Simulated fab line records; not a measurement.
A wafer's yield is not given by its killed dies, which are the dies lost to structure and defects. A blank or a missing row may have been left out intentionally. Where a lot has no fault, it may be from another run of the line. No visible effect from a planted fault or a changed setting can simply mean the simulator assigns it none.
Matching of chambers | flow n5-finfet | 4 sister chambers for N5_BEOL_M8_ETCH_65 on rie-diel-01
The step etches SiARC in CF4, target depth 15.6 nm, time 26 s. 4 wafers are shown with their chamber, then 7 later ones without.

== WAFERS PAIRED WITH THEIR CHAMBERS ==
wafer  | chamber | drypump-motor-current-A (A)
L082.6 | 3       | 5.9
L085.3 | 0       | 6.4
L092.1 | 1       | 5.7
L092.2 | 2       | 6.6

== WAFERS MISSING THEIR CHAMBER ==
wafer  | drypump-motor-current-A (A)
L092.6 | 6.4
L094.1 | 6.4
L094.2 | 6.0
L094.5 | 6.4
L096.2 | 6.0
L096.4 | 6.6
L096.5 | 6.4

== THE CHAMBER EACH PASSED THROUGH ==
wafer  | from the rows above | in truth
L092.6 | 0                   | 0
L094.1 | 0                   | 0
L094.2 | 3                   | 3
L094.5 | 0                   | 0
L096.2 | 3                   | 3
L096.4 | 2                   | 2
L096.5 | 0                   | 0
Correctly placed: 7 of 7. Not placeable from these rows: 0. Wrongly placed: 0.
How it was worked out, from the rows above alone: a wafer's distance from a chamber is the root of the sum, over the readings, of the square of ((its reading less the chamber's mean) divided by the reading's scatter). If the next closest chamber is less than 2 further off than the closest, the wafer can't be placed; otherwise it belongs to the closest. For every chamber, the mean is computed from those of its wafers that are shown. The scatter: root of mean squared gap, hidden wafer to nearest shown wafer, with one shown wafer a chamber.
